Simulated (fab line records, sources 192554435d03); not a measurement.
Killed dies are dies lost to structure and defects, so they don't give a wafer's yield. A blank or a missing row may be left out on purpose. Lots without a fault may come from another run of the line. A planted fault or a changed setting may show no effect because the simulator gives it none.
fab line records | flow n5_finfet
record lots=10 wafers=28 last_day=18
route steps=1938 shown BEOL_M11@1553 PASSIVATION@1936
lots that met no fault: from a run of the same line without faults
start_h: hours from the record's first day to the start of the lot's first wafer shown | wait_h: hours since the lot's step before | " the same as in the row above | L1.1+2: a row that stands for several wafers | - no value, or no start given | * or withheld: withheld | < > ~ a bound
route shown NAME@n: a module of which the file shows steps, and the number in the route of the first | usual: mean/standard deviation of fault-free wafers | same: alike in all rows | chamber/n: place in a boat | sites: the reading at each site | _std_site: their standard deviation | _edge_site: outer sites' mean less inner sites' | radius_mm: how far each site lies from the wafer's centre | mask NAME#n: copy n | behind: the tool/chamber that last shaped the wafer | hold: why the lot was held/for how many hours/how that ended | device: the transistor (n, p or np) that didn't switch | end of line: the same wafers' tests at the end of the route | a step without rows: its recipe alone | killed: dies lost to structure and defects at the first sort, not the wafer's yield | map: a wafer's dies, x killed, . not, _ none there
set.NAME: the setting as run; set.NAME@STEP: as run at that earlier step | model.NAME: the simulator's own value behind a step, which no gauge read
steps of the route over a sample of lots; a table a step, a row a wafer
services: from which hour (start_h, from the record's first day; less than 0 if before it) a tool's chamber was out of use, for how many hours, and why
## steps
# step N5_BEOL_M11_ETCH_61
# recipe chemistry=CF4 target=SiARC target_depth_a=390 mask_material=CAR-ArF time_s=65 ion_energy_ev=80 pressure_mtorr=40 source_w=545 bias_w=36 Ar_flow_sccm=100 cf4_flow_sccm=100 ends=cleared
# usual drypump_motor_current_A=5.8/0.44 etch_rf_on_time_s=65.5/1.3 oes_product_au=0.63/0.056 rf_vpp_V=183.9/1.2 showerhead_plenum_p_Torr=2.14/0.075 throttle_valve_pct=15.73/0.17
# columns lot.wafer tool chamber start_h wait_h drypump_motor_current_A etch_rf_on_time_s oes_product_au rf_hours_counter_h rf_vpp_V showerhead_plenum_p_Torr throttle_valve_pct
L616.3 rie_diel-01 0 228.30 0.0 6.0 64.3 0.66 164 184.2 2.05 15.83
L616.5 " 1 " " 6.5 65.1 0.73 - 183.8 2.17 15.46
L621.2 rie_diel-01 2 261.84 0.0 5.9 67.7 0.59 209 185.8 2.21 15.89
L621.4 " 0 " " 6.0 66.1 0.64 172 183.1 2.05 15.86
L621.5 " 1 " " 6.5 65.7 0.73 - 184.0 2.16 15.45
L622.1 rie_diel-05 0 269.32 0.0 5.9 64.5 0.69 99 184.6 2.24 15.65
L622.2 " 2 " " 5.6 67.0 0.59 238 185.6 2.20 15.73
L622.3 " 1 " " 5.7 67.4 0.59 199 182.4 2.04 16.02
L628.2 rie_diel-05 2 300.71 0.0 5.6 66.7 0.59 247 184.4 2.19 15.74
L628.3 " 0 " " 5.9 65.5 0.68 109 184.7 2.24 15.67
L629.2 rie_diel-02 3 307.38 0.0 5.9 66.9 0.57 237 182.4 2.03 15.78
L629.5 " 1 " " 6.2 64.3 0.60 - 185.0 2.21 15.74
L629.6 " 2 " " 4.9 64.6 0.61 - 184.7 2.11 15.59
L630.2 rie_diel-01 1 326.37 0.0 6.5 66.4 0.70 86 184.7 2.16 15.52
L630.3 " 2 " " 5.9 67.1 0.59 228 185.0 2.20 15.93
L630.6 " 3 " " 5.0 65.1 0.59 - 182.9 2.04 15.74
L631.1 rie_diel-02 1 326.56 0.0 6.1 64.6 0.60 231 184.2 2.20 15.76
L631.2 " 3 " " 5.9 67.4 0.57 242 183.9 2.03 15.78
L631.3 " 2 " " 4.9 65.4 0.60 229 182.2 2.11 15.60
L634.1 rie_diel-01 2 353.77 0.0 6.0 66.1 0.59 237 184.7 2.20 15.93
L634.3 " 1 " " 6.5 64.7 0.70 95 183.5 2.15 15.53
L634.5 " 1 " " 6.5 64.5 0.71 - 183.5 2.15 15.53
L635.1 rie_diel-02 0 359.24 0.0 5.7 62.6 0.61 216 183.9 2.13 15.67
L635.2 " 2 " " 4.9 65.4 0.59 241 182.9 2.10 15.63
L635.5 " 1 " " 6.1 64.6 0.60 - 184.7 2.20 15.80
L637.2 rie_diel-02 0 370.81 0.0 5.7 62.5 0.60 219 183.6 2.13 15.68
L637.4 " 2 " " 5.0 64.6 0.59 243 182.3 2.10 15.62
L637.6 " 2 " " 5.0 64.3 0.60 - 183.2 2.10 15.61
# step N5_BEOL_M11_CD_MEAS_18
# recipe pitch_nm=140 target_cd_nm=70
# usual cd_nm=69.8/0.66
# columns lot.wafer tool chamber start_h wait_h cd_nm
L616.3 cd_sem-03 - 228.72 0.1 69.4
L616.5 " - " " 70.1
L621.2 cd_sem-01 - 262.26 0.1 70.0
L621.4 " - " " 69.3
L621.5 " - " " 69.8
L622.1 cd_sem-03 - 269.73 0.0 69.1
L622.2 " - " " 69.6
L622.3 " - " " 69.2
L628.2 cd_sem-01 - 301.22 0.1 69.6
L628.3 " - " " 69.3
L629.2 cd_sem-03 - 307.80 0.1 70.3
L629.5 " - " " 69.9
L629.6 " - " " 70.3
L630.2 cd_sem-03 - 326.84 0.1 70.2
L630.3 " - " " 71.0
L630.6 " - " " 70.1
L631.1 cd_sem-01 - 326.97 0.0 69.7
L631.2 " - " " 71.3
L631.3 " - " " 70.6
L634.1 cd_sem-02 - 354.19 0.0 68.3
L634.3 " - " " 69.4
L634.5 " - " " 69.8
L635.1 cd_sem-01 - 359.73 0.0 70.1
L635.2 " - " " 69.5
L635.5 " - " " 70.6
L637.2 cd_sem-03 - 371.23 0.1 70.8
L637.4 " - " " 69.8
L637.6 " - " " 69.8
# step N5_BEOL_M11_EXPOSE_25
# recipe mask_id=V10 na=1.35 source_shape=annular sigma_inner=0.5 sigma_outer=0.8 polarization=unpolarized dose_mj=85.5
# usual exposure_dose_mJ_cm2=85.6/0.43
# columns lot.wafer tool chamber start_h wait_h mask exposure_dose_mJ_cm2
L616.3 arfi_scanner-01 0 229.09 - V10#0 86.5
L616.5 " 0 " " V10#0 86.5
L621.2 arfi_scanner-01 0 262.82 - V10#0 78.6
L621.4 " 0 " " V10#0 78.6
L621.5 " 0 " " V10#0 78.7
L622.1 arfi_scanner-01 0 271.27 - V10#0 80.3
L622.2 " 0 " " V10#0 80.1
L622.3 " 0 " " V10#0 80.1
L628.2 arfi_scanner-02 0 301.96 - V10#0 85.5
L628.3 " 0 " " V10#0 85.5
L629.2 arfi_scanner-02 0 308.09 - V10#0 85.4
L629.5 " 0 " " V10#0 85.3
L629.6 " 0 " " V10#0 85.3
L631.1 arfi_scanner-03 0 327.87 - V10#0 85.4
L631.2 " 0 " " V10#0 85.3
L631.3 " 0 " " V10#0 85.4
L630.2 arfi_scanner-02 0 328.04 - V10#0 85.4
L630.3 " 0 " " V10#0 85.6
L630.6 " 0 " " V10#0 85.5
L634.1 arfi_scanner-03 0 354.47 - V10#0 85.4
L634.3 " 0 " " V10#0 85.5
L634.5 " 0 " " V10#0 85.3
L635.1 arfi_scanner-03 0 363.67 - V10#0 85.5
L635.2 " 0 " " V10#0 85.4
L635.5 " 0 " " V10#0 85.5
L637.2 arfi_scanner-02 0 374.97 - V10#0 85.3
L637.4 " 0 " " V10#0 85.4
L637.6 " 0 " " V10#0 85.4
# step N5_BEOL_M11_CD_MEAS_28
# recipe target_cd_nm=70 landing_energy_ev=500 detector=se_inlens polarity=opening
# usual cd_nm=69.9/1.2
# columns lot.wafer tool chamber start_h wait_h cd_nm
L616.3 cd_sem-01 0 229.21 - 69.4
L616.5 " 0 " " 68.9
L621.2 cd_sem-03 0 262.95 - 63.9
L621.4 " 0 " " 63.6
L621.5 " 0 " " 62.1
L622.1 cd_sem-01 0 271.40 - 62.1
L622.2 " 0 " " 62.1
L622.3 " 0 " " 63.6
L628.2 cd_sem-01 0 302.08 - 70.1
L628.3 " 0 " " 69.2
L629.2 cd_sem-01 0 308.21 - 68.4
L629.5 " 0 " " 70.9
L629.6 " 0 " " 70.7
L631.1 cd_sem-03 0 328.00 - 71.4
L631.2 " 0 " " 72.9
L631.3 " 0 " " 70.6
L630.2 cd_sem-03 0 328.17 - 71.0
L630.3 " 0 " " 69.1
L630.6 " 0 " " 70.9
L634.1 cd_sem-02 0 354.60 - 70.5
L634.3 " 0 " " 70.3
L634.5 " 0 " " 69.1
L635.1 cd_sem-02 0 363.80 - 70.7
L635.2 " 0 " " 68.7
L635.5 " 0 " " 70.0
L637.2 cd_sem-02 0 375.09 - 70.5
L637.4 " 0 " " 69.7
L637.6 " 0 " " 69.9
# step N5_BEOL_M11_ETCH_66
# recipe chemistry=N2/H2 target=SOC target_depth_a=1200 overetch_a=240 mask_material=SiARC temp_c=40 time_s=180 ion_energy_ev=200 pressure_mtorr=30 source_w=840 bias_w=150 n2_flow_sccm=200 h2_flow_sccm=200
# usual drypump_motor_current_A=5.8/0.44 oes_product_au=0.60/0.056 rf_vpp_V=523.7/2.6 showerhead_plenum_p_Torr=2.53/0.087 throttle_valve_pct=17.88/0.19
# columns lot.wafer tool chamber start_h wait_h drypump_motor_current_A oes_product_au rf_hours_counter_h rf_vpp_V showerhead_plenum_p_Torr throttle_valve_pct
L616.3 rie_diel-02 3 229.38 0.0 5.9 0.57 214 521.7 2.43 18.05
L616.5 " 3 " " 5.9 0.56 - 519.3 2.43 18.02
L621.2 rie_diel-01 3 263.12 0.0 5.0 0.57 219 520.6 2.42 18.04
L621.4 " 1 " " 6.5 0.70 66 524.0 2.59 17.85
L621.5 " 2 " " 6.0 0.58 - 525.8 2.62 17.96
L622.1 rie_diel-05 0 271.58 0.0 5.9 0.65 100 527.9 2.66 17.77
L622.2 " 1 " " 5.7 0.58 199 520.0 2.41 18.30
L622.3 " 3 " " 5.6 0.56 244 525.7 2.62 17.99
L628.2 rie_diel-01 0 302.26 0.0 6.0 0.61 186 519.6 2.42 17.98
L628.3 " 1 " " 6.5 0.68 78 524.5 2.58 17.86
L629.2 rie_diel-05 3 308.63 0.0 5.6 0.78 1 526.7 2.62 17.56
L629.5 " 2 " " 5.7 0.57 - 527.1 2.61 17.84
L629.6 " 3 " " 5.6 0.78 - 525.0 2.62 17.58
L631.1 rie_diel-02 1 328.31 0.0 6.2 0.56 231 525.2 2.59 17.70
L631.2 " 0 " " 5.8 0.56 206 523.4 2.51 17.76
L631.3 " 2 " " 5.0 0.57 229 521.7 2.50 17.81
L630.2 rie_diel-01 2 328.79 0.0 6.0 0.57 229 526.3 2.61 17.99
L630.3 " 3 " " 5.0 0.55 238 519.5 2.41 18.08
L630.6 " 3 " " 5.0 0.55 - 520.2 2.41 18.05
L634.1 rie_diel-02 0 354.77 0.0 5.7 0.56 214 522.7 2.51 17.80
L634.3 " 1 " " 6.2 0.56 240 525.6 2.58 17.71
L634.5 " 1 " " 6.2 0.56 - 527.0 2.58 17.72
L635.1 rie_diel-05 2 363.98 0.0 5.6 0.75 9 525.1 2.60 17.43
L635.2 " 1 " " 5.7 0.56 227 520.2 2.40 18.36
L635.5 " 0 " " 5.9 0.64 - 526.2 2.65 17.83
L637.2 rie_diel-02 1 375.26 0.0 6.1 0.56 246 526.0 2.58 17.72
L637.4 " 2 " " 5.0 0.56 245 522.3 2.50 17.84
L637.6 " 1 " " 6.1 0.56 - 526.7 2.58 17.72
# step N5_PASSIVATION_PROBE_49
# usual defect_limited_yield=91.0/1.3 killed_at_M0_to_M3=36/9.5 killed_at_M4_up=14/5.6 killed_at_contacts=12/6.4 killed_at_front_end=40/10 killed_at_other=3.2/3 killed_dies=107/15 killed_open=69/12 killed_short=35/7.7 sort_bin_5_function=5.3/0.91 sort_bin_6_memory=3.3/0.65 sort_bin_8_speed=0.00/0.012 sort_n_pass=1073/15 sort_yield_pct=91.0/1.3
# same gross_dies=1180 killed_at_back_side=0 sort_bin_4_leakage[%]=0
# columns lot.wafer tool chamber start_h wait_h defect_limited_yield[%] killed_at_M0_to_M3 killed_at_M4_up killed_at_contacts killed_at_front_end killed_at_other killed_dies killed_open killed_short sort_bin_5_function[%] sort_bin_6_memory[%] sort_bin_8_speed[%] sort_n_pass sort_yield_pct[%]
L621.2 prober-01 - 303.37 0.1 87.8 34 28 15 62 5 144 103 33 7.5 4.0 0 1036 87.8
L621.4 prober-01 - 303.47 0.2 91.4 20 27 14 33 8 102 66 29 5.6 2.8 0 1078 91.4
L621.5 prober-01 - 303.52 0.2 89.2 24 38 16 47 2 127 70 33 7.5 2.9 0 1053 89.2
L622.1 prober-01 - 309.29 0.0 91.0 33 33 3 30 7 106 55 28 5.8 2.7 0 1074 91.0
L622.2 prober-01 - 309.34 0.1 89.8 35 28 11 44 2 120 69 30 6.4 3.1 0 1060 89.8
L622.3 prober-01 - 309.39 0.1 92.3 19 18 12 41 1 91 61 24 4.2 3.2 0 1089 92.3
L628.3 prober-02 - 354.71 0.1 91.4 35 12 13 41 1 102 62 33 5.3 2.5 0 1078 91.4
# killed by level:class
L621.2 STI_FIN_REVEAL:geometric_particle:open=21 BEOL_M4:geometric_particle:open=15 MOL_CONTACT_COAG:geometric_particle:open=12 BEOL_M2:geometric_particle:open=12 FIN_SAQP:geometric_particle:open=8 GATE_CUT:geometric_particle:short=8 DUMMY_GATE:geometric_particle:open=7 BEOL_M0_SAQP:geometric_particle:open=6
L621.4 BEOL_M4:geometric_particle:open=15 MOL_CONTACT_COAG:geometric_particle:open=9 STI_FIN_REVEAL:geometric_particle:open=8 BEOL_M2:geometric_particle:open=7 BEOL_M11:area_expose=6 FIN_SAQP:geometric_particle:short=5 BEOL_M0_SAQP:geometric_particle:open=5 FIN_SAQP:geometric_particle:open=4
L621.5 BEOL_M11:area_expose=23 FIN_SAQP:geometric_particle:open=17 MOL_CONTACT_COAG:geometric_particle:open=14 BEOL_M2:geometric_particle:open=10 BEOL_M4:geometric_particle:open=10 GATE_CUT:geometric_particle:short=5 FIN_SAQP:geometric_particle:short=4 DUMMY_GATE:geometric_particle:open=4
L622.1 BEOL_M11:area_expose=23 BEOL_M3:geometric_particle:open=12 BEOL_M0_SAQP:geometric_particle:short=10 FIN_SAQP:geometric_particle:short=6 BEOL_M4:geometric_particle:open=6 BEOL_M0_SAQP:geometric_particle:open=5 FIN_SAQP:geometric_particle:open=4 STI_FIN_REVEAL:geometric_particle:open=4
L622.2 BEOL_M11:area_expose=16 BEOL_M0_SAQP:geometric_particle:open=12 MOL_CONTACT_COAG:geometric_particle:open=10 BEOL_M3:geometric_particle:open=10 FIN_SAQP:geometric_particle:open=8 FIN_SAQP:geometric_particle:short=7 BEOL_M4:geometric_particle:open=7 BEOL_M0_SAQP:geometric_particle:short=6
L622.3 FIN_SAQP:geometric_particle:open=12 MOL_CONTACT_COAG:geometric_particle:open=10 FIN_SAQP:geometric_particle:short=7 BEOL_M4:geometric_particle:open=7 DUMMY_GATE:geometric_particle:open=5 SPACER0:geometric_particle:short=5 BEOL_M0_SAQP:geometric_particle:open=5 BEOL_M11:area_expose=5
L628.3 STI_FIN_REVEAL:geometric_particle:open=13 MOL_CONTACT_COAG:geometric_particle:open=11 BEOL_M0_SAQP:geometric_particle:short=10 GATE_CUT:geometric_particle:short=6 BEOL_M4:geometric_particle:open=6 BEOL_M0_SAQP:geometric_particle:open=5 BEOL_M1:geometric_particle:open=5 HKMG_FIN:area_etch=5
## services
# columns tool chamber start_h hours kind
arfi_scanner-01 - 213.09 1.0 pm
arfi_scanner-02 - 218.15 0.8 pm
arfi_scanner-03 - 222.81 1.0 pm
arfi_scanner-03 - 252.18 1.3 pm
arfi_scanner-03 - 253.58 1.0 pm
arfi_scanner-01 - 259.87 1.0 repair
arfi_scanner-01 - 274.50 0.8 pm
arfi_scanner-03 - 277.45 4.9 pm
arfi_scanner-01 - 288.21 0.8 pm
arfi_scanner-01 - 295.88 1.3 pm
arfi_scanner-02 - 296.42 0.2 repair
arfi_scanner-02 - 299.14 2.6 repair
arfi_scanner-02 - 308.27 1.0 pm
arfi_scanner-01 - 314.70 14.2 repair
arfi_scanner-02 - 319.82 1.3 pm
arfi_scanner-03 - 326.41 0.8 pm
arfi_scanner-01 - 336.05 1.5 pm
rie_diel-02 3 351.18 - clean
rie_diel-02 3 351.18 - consumable_replace:focus_ring
rie_diel-02 3 351.18 - consumable_replace:showerhead
rie_diel-02 3 351.18 16.0 scheduled_down
rie_diel-02 3 351.18 16.0 vent_cycle
arfi_scanner-03 - 356.91 0.6 repair
rie_diel-05 0 365.70 8.6 repair
## key
first_sign step=N5_BEOL_M11_EXPOSE_25 reading=exposure_dose_mJ_cm2 direction=down sigmas=14 usual=85.6 struck=79.4
effect step=N5_BEOL_M11_CD_MEAS_28 reading=cd_nm direction=down sigmas=5.9 usual=69.9 struck=62.9 through=control_loop
effect step=N5_PASSIVATION_PROBE_49 reading=killed_at_M4_up direction=up sigmas=2.5 usual=14 struck=29 wafers_moved=3
met_at N5_BEOL_M11_EXPOSE_25
struck_lots L621,L622
loop_trim step=N5_BEOL_M11_EXPOSE_25 setting=dose lots=L622
not_acting_at N5_BEOL_M11_ETCH_61,N5_BEOL_M11_CD_MEAS_18,N5_BEOL_M11_ETCH_66
onset_between 229.09 262.82
fault kind=process_parameter_drift tool=arfi_scanner-01 chamber=- onset_h=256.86 steps=N5_BEOL_M11_EXPOSE_25 channel=dose_mj offset=-7.8155 shape=step acts_in=these_recipes_only stated=85.5
# loop_trim: a control loop set the setting to another value than it would have without faults
